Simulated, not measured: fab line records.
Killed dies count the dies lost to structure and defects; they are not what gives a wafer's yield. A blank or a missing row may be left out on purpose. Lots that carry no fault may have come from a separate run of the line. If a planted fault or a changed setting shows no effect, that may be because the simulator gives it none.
Chamber matching -- flow n5-finfet -- cvd-co-02 running N5_BEOL_M5_PRE_CLEAN_77: 3 sister chambers
The step time 15 s. 6 wafers are shown with their chamber, then 9 later ones without.

## EACH WAFER AND ITS CHAMBER
wafer,chamber,heater-power-w (W)
L086.4,2,76
L085.2,0,61
L085.4,1,78
L090.3,0,61
L090.4,2,74
L090.6,1,80

## WAFERS WITH NO CHAMBER GIVEN
wafer,heater-power-w (W)
L089.1,61
L089.2,80
L089.4,59
L087.1,79
L087.2,59
L087.6,78
L096.1,58
L096.2,81
L096.5,79

## WHICH CHAMBER EACH WENT THROUGH
wafer,from the rows above,in truth
L089.1,0,0
L089.2,1,1
L089.4,0,0
L087.1,1,1
L087.2,0,0
L087.6,can't be placed: 1 or 2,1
L096.1,0,0
L096.2,1,1
L096.5,1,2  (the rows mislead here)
Correct placement for 7 of the 9. From these rows, 1 cannot be placed; in 1 the true chamber is one of the candidates. Number placed wrongly: 1.
How it was worked out, from the rows above alone: a wafer's distance from a chamber is the root of the sum, over the readings, of the square of ((its reading less the chamber's mean) divided by the reading's scatter). If the next closest chamber is less than 2 further off than the closest, the wafer can't be placed; otherwise it belongs to the closest. A chamber's mean is the mean of its shown wafers. The scatter is the square root of a quotient: the sum, over the shown wafers, of each reading's squared deviation from its chamber's mean, divided by wafers minus chambers.
